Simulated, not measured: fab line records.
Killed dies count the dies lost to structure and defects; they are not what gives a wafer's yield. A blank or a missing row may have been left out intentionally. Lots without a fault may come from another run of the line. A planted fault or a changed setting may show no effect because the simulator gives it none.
The tool behind it: which one?    flow n5Finfet    10 lots with 30 wafers sampled at 4 steps, on a route of 1938 steps

== WHAT THE GAUGES READ, wafer by wafer ==
N5_BEOL_M6_OCD_MEAS_38.
lot   measured      on      trenchDepthNm (nm)
L327  day 9 10:58   ocd-01  93.5 95.6 93.9
L328  day 9 21:31   ocd-02  93.0 97.0 93.4
L333  day 10 03:23  ocd-01  89.5 94.1 93.3
L331  day 10 03:58  ocd-02  93.3 96.1 93.1
L334  day 11 03:10  ocd-01  96.6 92.3 93.2
L341  day 12 11:58  ocd-01  91.3 92.4 91.6
L346  day 14 02:58  ocd-02  93.0 95.5 97.6
L347  day 14 03:52  ocd-01  98.0 98.3 96.0
L349  day 14 18:16  ocd-02  96.2 97.7 94.5
L350  day 15 15:59  ocd-01  93.2 93.6 93.0

== WHICH TOOL RAN EACH LOT (tool, then ch and the chambers of the sampled wafers, then the start) ==
lot   N5_BEOL_M6_ETCH_62                 N5_BEOL_M6_ETCH_72                 N5_BEOL_M6_ETCH_66
L327  rieDiel-01 ch 0,1, day 9 06:19     rieDiel-05 ch 1,2, day 9 10:34     rieDiel-05 ch 1,2, day 9 10:37
L328  rieDiel-06 ch 0,2, day 9 16:23     rieDiel-05 ch 1,3, day 9 21:07     rieDiel-05 ch 1,3, day 9 21:10
L333  rieDiel-05 ch 1,3, day 10 00:14    rieDiel-05 ch 0,2,3, day 10 02:59  rieDiel-05 ch 0,2,3, day 10 03:02
L331  rieDiel-05 ch 0,2,3, day 10 00:29  rieDiel-01 ch 0,2, day 10 03:34    rieDiel-01 ch 0,2, day 10 03:37
L334  rieDiel-06 ch 0,3, day 11 01:56    rieDiel-05 ch 1,3, day 11 02:46    rieDiel-05 ch 1,3, day 11 02:49
L341  rieDiel-01 ch 0,1, day 12 10:29    rieDiel-06 ch 0,1, day 12 11:34    rieDiel-06 ch 0,1, day 12 11:37
L346  rieDiel-05 ch 0,1,2, day 14 01:25  rieDiel-05 ch 0,1,3, day 14 02:34  rieDiel-05 ch 0,1,3, day 14 02:37
L347  rieDiel-06 ch 0,1,3, day 14 02:14  rieDiel-05 ch 0,1, day 14 03:28    rieDiel-05 ch 0,1, day 14 03:31
L349  rieDiel-01 ch 0,1, day 14 16:38    rieDiel-05 ch 0,1,2, day 14 17:53  rieDiel-05 ch 0,1,2, day 14 17:56
L350  rieDiel-01 ch 0,3, day 15 12:56    rieDiel-06 ch 1,2,3, day 15 15:35  rieDiel-06 ch 1,2,3, day 15 15:38
- N5_BEOL_M6_ETCH_62: etches SOC in N2/H2, target depth 110 nm, overetch 22 nm, time 165 s.
- N5_BEOL_M6_ETCH_72: etches underlayer in N2/H2, target depth 6.5 nm, time 5.2 s.
- N5_BEOL_M6_ETCH_66: etches SOC in N2/H2, target depth 80 nm, overetch 16 nm, time 120 s.

== THE ANSWER, worked out from the rows above alone ==
Rule: the lots themselves supply what counts as usual. The widest of any qualifying gaps counts: lots, ordered by their means at a reading, are off when they make up no more than a third of the lots, leave a main group of 4 or more, and stand apart from it by 3 or more times the standard deviation of that group's means. If all means in a main group match to the digits the tables above print for the reading, that group is not used. Also off: a lot with no number at a reading for which 4 or more lots have one. Any other lot the step has rows for is counted as sound.
Nothing can be told from this: no lot is off at any reading shown.

== WHAT THE SIMULATOR HAD PUT IN ==
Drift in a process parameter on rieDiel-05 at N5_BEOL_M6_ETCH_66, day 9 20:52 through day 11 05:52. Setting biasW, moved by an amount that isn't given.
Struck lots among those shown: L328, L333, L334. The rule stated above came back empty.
